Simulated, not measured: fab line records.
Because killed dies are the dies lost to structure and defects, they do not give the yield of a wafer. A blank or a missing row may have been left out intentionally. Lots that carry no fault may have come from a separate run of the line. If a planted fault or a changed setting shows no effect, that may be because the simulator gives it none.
The tool behind it: which one? -- flow n5-finfet -- Sampling: 10 lots, 30 wafers, 6 of 1938 route steps

WHAT THE GAUGES SHOWED, per wafer
N5_BEOL_M4_RC_MEAS_101. Usual: DIBL_N 36.3 mV/V, standard deviation 1; DIBL_P 36.2 mV/V, standard deviation 1.4; IOFF_N 0.157 nA/um, standard deviation 0.021; IOFF_P 0.206 nA/um, standard deviation 0.025; ION_N 673 uA/um, standard deviation 9; ION_P 461 uA/um, standard deviation 6.4; SS_N 71.5 mV/dec, standard deviation 0.5; SS_P 73.2 mV/dec, standard deviation 0.47; VT_N 249.9 mV, standard deviation 2.4; VT_P -250.6 mV, standard deviation 2.9.
lot,measured,on,DIBL_N (mV/V),DIBL_P (mV/V),IOFF_N (nA/um),IOFF_P (nA/um),ION_N (uA/um),ION_P (uA/um),SS_N (mV/dec),SS_P (mV/dec),VT_N (mV),VT_P (mV),flag
L259,day 8 05:33,prober-01,35.3 37.3 34.9,34.4 37.2 34.2,0.136 0.170 0.129,0.177 0.217 0.175,671 682 668,462 467 461,70.8 71.2 70.1,73.1 74.0 73.2,250.8 248.2 250.4,-251.1 -250.9 -252.8,
L260,day 8 10:10,prober-02,36.3 35.5 37.9,36.9 36.1 38.2,0.150 0.134 0.171,0.209 0.194 0.225,659 657 669,457 452 461,71.7 71.6 72.7,72.9 73.6 74.3,252.3 255.2 250.0,-251.1 -251.2 -252.0,
L264,day 9 09:32,prober-01,37.5 39.5 38.3,35.9 38.7 37.6,0.151 0.202 0.181,0.199 0.242 0.226,668 686 686,464 467 469,71.5 72.3 71.5,73.9 73.3 73.5,250.2 246.9 250.7,-249.6 -247.3 -250.6,
L265,day 9 13:46,prober-01,37.1 36.2 36.3,38.0 37.4 37.1,0.200 0.189 0.183,0.260 0.241 0.251,676 673 676,464 463 465,72.4 71.8 71.9,74.0 73.5 74.3,247.1 246.8 249.2,-247.2 -248.0 -246.9,
L267,day 9 19:16,prober-02,35.4 36.5 36.2,35.4 36.8 35.5,0.140 0.175 0.159,0.180 0.203 0.186,663 685 661,451 465 450,70.8 72.0 71.9,73.5 73.5 73.4,252.7 246.5 250.9,-250.7 -250.9 -254.0,
L268,day 9 23:08,prober-02,35.7 37.5 35.7,34.6 36.7 34.4,0.132 0.153 0.135,0.177 0.205 0.174,668 664 659,458 458 456,71.7 71.8 71.9,72.9 73.6 72.6,250.7 251.9 251.5,-251.9 -251.3 -251.5,
L273,day 11 23:32,prober-02,35.6 37.0 36.3,35.0 35.2 35.1,0.139 0.150 0.145,0.220 0.224 0.217,666 671 661,466 462 462,71.5 71.8 71.1,72.8 73.1 72.9,251.5 250.7 251.4,-247.1 -247.0 -247.4,
L276,day 12 07:06,prober-01,37.3 37.6 36.7,38.0 38.4 36.6,0.173 0.181 0.157,0.249 0.255 0.226,690 685 674,471 480 466,72.1 72.4 72.5,73.8 73.7 72.7,249.4 245.4 247.9,-244.6 -244.6 -248.5,
L277,day 12 17:07,prober-02,37.5 35.4 35.9,35.7 34.3 34.6,0.148 0.120 0.132,0.179 0.157 0.162,665 667 660,448 455 455,71.8 70.2 72.1,73.4 72.9 72.3,251.7 252.6 252.5,-255.2 -255.0 -255.7,
L280,day 13 13:49,prober-02,37.8 35.6 33.4,38.4 35.6 32.3,0.180 0.145 0.106,0.230 0.187 0.148,674 664 663,462 457 455,71.7 72.1 70.7,74.2 72.9 72.3,248.4 251.5 255.4,-251.4 -251.2 -255.0,

N5_BEOL_M5_THK_MEAS_01. Usual: M5_ILD_THK 120.9 nm, standard deviation 1.7.
lot,measured,on,M5_ILD_THK (nm),flag
L259,day 8 06:47,film-metro-02,119.7 122.0 121.5,
L260,day 8 11:33,film-metro-02,118.0 122.2 120.0,
L264,day 9 11:06,film-metro-01,120.3 121.4 123.2,
L265,day 9 15:19,film-metro-02,117.6 119.9 120.2,
L267,day 9 20:49,film-metro-01,122.4 120.9 123.3,
L268,day 10 00:23,film-metro-01,100.6 102.7 100.7,OFF
L273,day 12 00:55,film-metro-02,99.5 99.5 101.9,OFF
L276,day 12 09:09,film-metro-01,120.1 123.7 123.1,
L277,day 12 18:38,film-metro-01,117.1 120.0 119.4,
L280,day 13 15:12,film-metro-01,118.4 118.1 121.6,

WHICH TOOL RAN EACH LOT (tool, then ch and the chambers of the sampled wafers, then the start)
lot,N5_BEOL_M4_ANNEAL_80,N5_BEOL_M4_ANNEAL_95,N5_BEOL_M5_ILD_DEP_00,N5_BEOL_M5_CURE_79
L259,"pvd-sputter-03, day 8 02:38","pvd-sputter-03, day 8 03:57","pecvd-02 ch 0,1, day 8 06:12","uv-cure-01 ch 0, day 8 06:26"
L260,"pvd-sputter-01, day 8 07:27","pvd-sputter-01, day 8 08:46","pecvd-04 ch 0,1, day 8 10:59","uv-cure-01 ch 2, day 8 11:07"
L264,"pvd-sputter-02, day 9 06:59","pvd-sputter-02, day 9 08:18","pecvd-02 ch 0,1, day 9 10:31","uv-cure-03 ch 2, day 9 10:35"
L265,"pvd-sputter-03, day 9 10:57","pvd-sputter-03, day 9 12:16","pecvd-02 ch 0, day 9 14:43","uv-cure-02 ch 1, day 9 14:48"
L267,"pvd-sputter-01, day 9 16:41","pvd-sputter-01, day 9 18:00","pecvd-01 ch 0,1, day 9 20:13","uv-cure-01 ch 2, day 9 20:17"
L268,"pvd-sputter-01, day 9 20:15","pvd-sputter-01, day 9 21:34","pecvd-02 ch 0,1, day 9 23:49","uv-cure-03 ch 1, day 10 00:02"
L273,"pvd-sputter-01, day 11 20:11","pvd-sputter-01, day 11 21:31","pecvd-02 ch 0,1,2, day 12 00:21","uv-cure-01 ch 0, day 12 00:29"
L276,"pvd-sputter-02, day 12 04:32","pvd-sputter-02, day 12 05:52","pecvd-01 ch 0,2, day 12 08:04","uv-cure-03 ch 0, day 12 08:10"
L277,"pvd-sputter-03, day 12 14:32","pvd-sputter-03, day 12 15:51","pecvd-04 ch 0,2, day 12 18:04","uv-cure-01 ch 2, day 12 18:08"
L280,"pvd-sputter-01, day 13 11:07","pvd-sputter-01, day 13 12:26","pecvd-04 ch 0,2, day 13 14:38","uv-cure-01 ch 0, day 13 14:46"
- N5_BEOL_M4_ANNEAL_80: time 240 s.
- N5_BEOL_M4_ANNEAL_95: time 240 s.
- N5_BEOL_M5_ILD_DEP_00: deposits SiCOH lowk from DEMS/porogen, target thk 140.64 nm, time 25.9 s.
- N5_BEOL_M5_CURE_79: cures SiCOH lowk, time 240 s.

WHAT THE TOOLS THEMSELVES READ (means of the sampled wafers that have a number; where no wafer has one, the mark that the record gives instead)
N5_BEOL_M4_ANNEAL_80. Usual: 847 W for heater-power-w, sd 85.
lot,tool,heater-power-w (W),flag
L259,pvd-sputter-03,855,
L260,pvd-sputter-01,896,
L264,pvd-sputter-02,883,
L265,pvd-sputter-03,871,
L267,pvd-sputter-01,881,
L268,pvd-sputter-01,832,
L273,pvd-sputter-01,862,
L276,pvd-sputter-02,891,
L277,pvd-sputter-03,803,
L280,pvd-sputter-01,826,

N5_BEOL_M4_ANNEAL_95. Usual: 849 W for heater-power-w, sd 89.
lot,tool,heater-power-w (W),flag
L259,pvd-sputter-03,839,
L260,pvd-sputter-01,898,
L264,pvd-sputter-02,895,
L265,pvd-sputter-03,869,
L267,pvd-sputter-01,890,
L268,pvd-sputter-01,825,
L273,pvd-sputter-01,857,
L276,pvd-sputter-02,899,
L277,pvd-sputter-03,805,
L280,pvd-sputter-01,823,

N5_BEOL_M5_ILD_DEP_00. Usual: heater-power-w 332 W, standard deviation 64; showerhead-plenum-p-Torr 5.733 Torr, standard deviation 0.015; throttle-valve-pct 14.1 %, standard deviation 0.72.
lot,tool,heater-power-w (W),showerhead-plenum-p-Torr (Torr),throttle-valve-pct (%),flag
L259,pecvd-02,251,5.736,14.6,
L260,pecvd-04,291,5.731,14.0,
L264,pecvd-02,247,5.730,14.6,
L265,pecvd-02,243,5.718,14.7,
L267,pecvd-01,369,5.736,14.6,
L268,pecvd-02,278,5.728,14.6,
L273,pecvd-02,277,5.721,14.2,
L276,pecvd-01,363,5.736,14.2,
L277,pecvd-04,305,5.733,14.1,
L280,pecvd-04,336,5.749,13.5,

N5_BEOL_M5_CURE_79. Usual: lamp-power-pct 52.32 %, standard deviation 0.048; wafer_temp_C_max 386.8, standard deviation 0.52.
lot,tool,lamp-power-pct (%),wafer_temp_C_max,flag
L259,uv-cure-01,52.35,386.7,
L260,uv-cure-01,52.26,386.8,
L264,uv-cure-03,52.30,386.7,
L265,uv-cure-02,52.37,387.2,
L267,uv-cure-01,52.27,387.0,
L268,uv-cure-03,52.32,386.1,
L273,uv-cure-01,52.32,386.5,
L276,uv-cure-03,52.37,387.1,
L277,uv-cure-01,52.30,386.8,
L280,uv-cure-01,52.30,386.4,

THE ANSWER, worked out from the rows above alone
Rule: a lot counts as off when the mean over its wafers that have a number is more than 3 standard deviations away from the usual mean. A lot without any number at a reading at which 4 lots or more have one is off too. All remaining lots with rows at the step are treated as sound. After the gauges, taken in route order, come the tools' own readings; for these a lot's mean is taken, as printed above. At the first step where some lot is off, the reading lying furthest off is the one used; lots without a number count as furthest.
Off: L268, L273, at N5_BEOL_M5_THK_MEAS_01 (M5_ILD_THK).
If a tool, at a process step before that reading, ran all the lots that are off and no sound lot after the first of them, it fits. Those tools and the gauges at N5_BEOL_M5_THK_MEAS_01 are tried in the same way. One fits: pecvd-02 at N5_BEOL_M5_ILD_DEP_00. A fault onset in the window from L265 (day 9 14:43, its last sound lot) to L268 (day 9 23:49, its first lot off) fits.

WHAT THE SIMULATOR HAD INSERTED
Site profile drift: pecvd-02, from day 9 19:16 on, at N5_BEOL_M5_ILD_DEP_00. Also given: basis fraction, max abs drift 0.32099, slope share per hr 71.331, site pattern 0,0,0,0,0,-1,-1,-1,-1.
Lots struck among those shown: L268, L273. Same finding as the rule above.
